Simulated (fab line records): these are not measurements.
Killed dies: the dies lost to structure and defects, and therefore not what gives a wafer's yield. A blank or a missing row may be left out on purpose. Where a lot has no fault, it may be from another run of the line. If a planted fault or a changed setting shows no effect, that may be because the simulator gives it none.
Code-filled problem report in 8D (eight disciplines) form | flow nand_harc | the parts of the form that need people (team, actions taken, sign-off) are left out

== 1. WHAT WENT WRONG ==
Wafers without a fault read 0.6, standard deviation 0.83; killed_at_other at NHARC_END_SORT_01 reads a mean of 652.3 on 3 wafers belonging to 3 lots. That is +99 or more standard deviations from the usual mean.
First observed at day 21 22:06: wafer L623.2, on prober-02. The record holds 12 wafers of 4 lots with a number at this step. The rule behind "out" and "out of limits": a value lying over 4 standard deviations away from the usual mean. The rest of the wafers with a number are treated as sound.

== 2. WHAT IT IS, WHAT IT ISN'T ==
question                    | is                                                                                                                  | is not
which readings at this step | killed_at_other, defect_limited_yield, killed_dies, sort_bin_2_pct, sort_n_pass, sort_rim_yield_pct, sort_yield_pct | killed_at_array, killed_at_periphery, killed_open, killed_short, sort_bin_3_pct, sort_bin_4_pct
which lots                  | L623, L626, L627                                                                                                    | L619
which wafers of those lots  | L623.2, L626.5, L627.2                                                                                              | L623.1, L623.3, L626.3, L626.4, L627.1, L627.4
read on which gauges        | prober-01, prober-02                                                                                                | -
when                        | from day 21 22:06                                                                                                   | up to then (5 sound wafers); but 4 sound wafers of L623, L626, L627 came after

== 3. WHAT RULES OUT EACH SUSPECT ==
Counting: any tool at a process step up to the reading remains a suspect provided it ran every lot that is out. Sound lots after the first of them don't rule it out here, since some wafers of a struck lot are sound.
- the gauge at NHARC_END_SORT_01 has been ruled out. Those wafers that are out were read across 2 gauges (prober-01, prober-02).
- pvd_sputter-03 at NHARC_THIN_TSV_PVD_19 (deposits TaN, target thk 20 nm): kept. It ran every lot that is out, first L627 (day 21 06:38). With no start given for some of its lots, NHARC_THIN_TSV_PVD_19 uses the hours and lot order of NHARC_THIN_TSV_ECD_20.
- ecd_cu-02 at NHARC_THIN_TSV_ECD_20 (material Cu, target thk 2000 nm): kept. It ran every lot that is out, first L627 (day 21 06:38).
Remaining after the count are pvd_sputter-03 at NHARC_THIN_TSV_PVD_19 and ecd_cu-02 at NHARC_THIN_TSV_ECD_20.

== 4. THE CAUSE (what the simulator had put in) ==
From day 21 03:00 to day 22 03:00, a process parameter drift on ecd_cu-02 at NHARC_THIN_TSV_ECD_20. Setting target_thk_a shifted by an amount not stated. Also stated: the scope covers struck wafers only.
Counting leaves 2 suspects; this tool is one of them.

== 5. THE CHAIN OF EFFECTS, in route order ==
Each row: a reading where the mean over the struck wafers with a number is more than 3 standard deviations away from the usual. Scope: only readings with a usual standard deviation given in the record; hours: median across lots of the time from each lot's start at the first step in this table that gives one to its start at this step; sigmas: change in usual standard deviations.
hours | step              | reading              | usual  | on struck wafers | change | sigmas
0     | NHARC_END_SORT_01 | defect_limited_yield | 95.6 % | 0.0              | -95.6  | -64
0     | NHARC_END_SORT_01 | killed_at_other      | 0.6    | 652.3            | +651.7 | +99 or more
0     | NHARC_END_SORT_01 | killed_dies          | 30     | 677              | +647   | +65
0     | NHARC_END_SORT_01 | sort_bin_2_pct       | 1.3 %  | 97.5             | +96.2  | +99 or more
0     | NHARC_END_SORT_01 | sort_n_pass          | 647    | 0                | -647   | -65
0     | NHARC_END_SORT_01 | sort_rim_yield_pct   | 96.7 % | 0.0              | -96.7  | -46
0     | NHARC_END_SORT_01 | sort_yield_pct       | 95.6 % | 0.0              | -95.6  | -64

== 6. HOW IT WOULD HAVE BEEN CAUGHT EARLIER ==
Counted from the fault's start at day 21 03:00, it took 19 hours until the first out-of-limits reading at a measuring or inspecting step in this record, taken at day 21 22:06.
By day 21 22:06 the whole set of lots that are out, 3 in number, had already begun NHARC_THIN_TSV_ECD_20 on ecd_cu-02. Holding the tool at that point would not have protected any of them.
